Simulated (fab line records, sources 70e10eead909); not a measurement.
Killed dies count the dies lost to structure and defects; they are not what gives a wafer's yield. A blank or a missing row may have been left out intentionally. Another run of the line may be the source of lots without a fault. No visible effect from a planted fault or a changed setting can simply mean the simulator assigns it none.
Matching of chambers || flow nandHarc || NHARC_P_ZERO_WELL_DESCUM_39 on rieDiel-07 has 4 sister chambers
The step chemistry O2, time 3 s. 8 wafers are shown with their chamber, then 12 later ones without.

WAFERS PAIRED WITH THEIR CHAMBERS
{"wafer": "L086.3", "chamber": 1, "oesProductAu (a.u.)": 1.003, "throttleValvePct (%)": 11.316}
{"wafer": "L090.1", "chamber": 0, "oesProductAu (a.u.)": 1.026, "throttleValvePct (%)": 11.319}
{"wafer": "L090.3", "chamber": 3, "oesProductAu (a.u.)": 0.998, "throttleValvePct (%)": 11.318}
{"wafer": "L091.3", "chamber": 1, "oesProductAu (a.u.)": 1.017, "throttleValvePct (%)": 11.316}
{"wafer": "L091.4", "chamber": 0, "oesProductAu (a.u.)": 1.027, "throttleValvePct (%)": 11.310}
{"wafer": "L092.3", "chamber": 2, "oesProductAu (a.u.)": 0.999, "throttleValvePct (%)": 11.308}
{"wafer": "L092.4", "chamber": 3, "oesProductAu (a.u.)": 1.012, "throttleValvePct (%)": 11.312}
{"wafer": "L092.5", "chamber": 2, "oesProductAu (a.u.)": 1.004, "throttleValvePct (%)": 11.302}

WAFERS WHOSE CHAMBER IS MISSING
{"wafer": "L093.2", "oesProductAu (a.u.)": 1.011, "throttleValvePct (%)": 11.303}
{"wafer": "L093.4", "oesProductAu (a.u.)": 1.022, "throttleValvePct (%)": 11.306}
{"wafer": "L093.5", "oesProductAu (a.u.)": 1.010, "throttleValvePct (%)": 11.320}
{"wafer": "L094.1", "oesProductAu (a.u.)": 1.021, "throttleValvePct (%)": 11.320}
{"wafer": "L094.2", "oesProductAu (a.u.)": 1.000, "throttleValvePct (%)": 11.311}
{"wafer": "L094.3", "oesProductAu (a.u.)": 0.992, "throttleValvePct (%)": 11.319}
{"wafer": "L095.3", "oesProductAu (a.u.)": 1.009, "throttleValvePct (%)": 11.319}
{"wafer": "L095.4", "oesProductAu (a.u.)": 1.003, "throttleValvePct (%)": 11.320}
{"wafer": "L095.5", "oesProductAu (a.u.)": 1.008, "throttleValvePct (%)": 11.314}
{"wafer": "L097.3", "oesProductAu (a.u.)": 1.022, "throttleValvePct (%)": 11.302}
{"wafer": "L097.5", "oesProductAu (a.u.)": 1.002, "throttleValvePct (%)": 11.327}
{"wafer": "L097.6", "oesProductAu (a.u.)": 1.017, "throttleValvePct (%)": 11.321}

EACH ONE'S CHAMBER
{"wafer": "L093.2", "from the rows above": "can't be placed: 2 or 3 or 1", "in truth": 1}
{"wafer": "L093.4", "from the rows above": "can't be placed: 0 or 1 or 2 or 3", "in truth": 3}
{"wafer": "L093.5", "from the rows above": "can't be placed: 1 or 3 or 0", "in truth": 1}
{"wafer": "L094.1", "from the rows above": "can't be placed: 0 or 1 or 3", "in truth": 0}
{"wafer": "L094.2", "from the rows above": "can't be placed: 3 or 2 or 1", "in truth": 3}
{"wafer": "L094.3", "from the rows above": "can't be placed: 3 or 1 or 2", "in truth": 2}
{"wafer": "L095.3", "from the rows above": "can't be placed: 1 or 3 or 0", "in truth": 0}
{"wafer": "L095.4", "from the rows above": "can't be placed: 3 or 1", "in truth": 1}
{"wafer": "L095.5", "from the rows above": "can't be placed: 3 or 1 or 2", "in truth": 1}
{"wafer": "L097.3", "from the rows above": "can't be placed: 2 or 0 or 1 or 3", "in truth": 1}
{"wafer": "L097.5", "from the rows above": "can't be placed: 1 or 3 or 0", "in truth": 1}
{"wafer": "L097.6", "from the rows above": "can't be placed: 1 or 0 or 3", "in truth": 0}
Correctly placed: 0 of 12. These rows do not allow placing 12 (true chamber among the candidates in 12). 0 placed wrongly.
How it was worked out, from the rows above alone: a wafer's distance from a chamber is the root of the sum, over the readings, of the square of ((its reading less the chamber's mean) divided by the reading's scatter). If the next closest chamber is less than 2 further off than the closest, the wafer can't be placed; otherwise it belongs to the closest. A chamber's mean is the mean of its shown wafers. The scatter: the root of (the sum of the squares of (reading less its chamber's mean) over the shown wafers, divided by (wafers less chambers)).
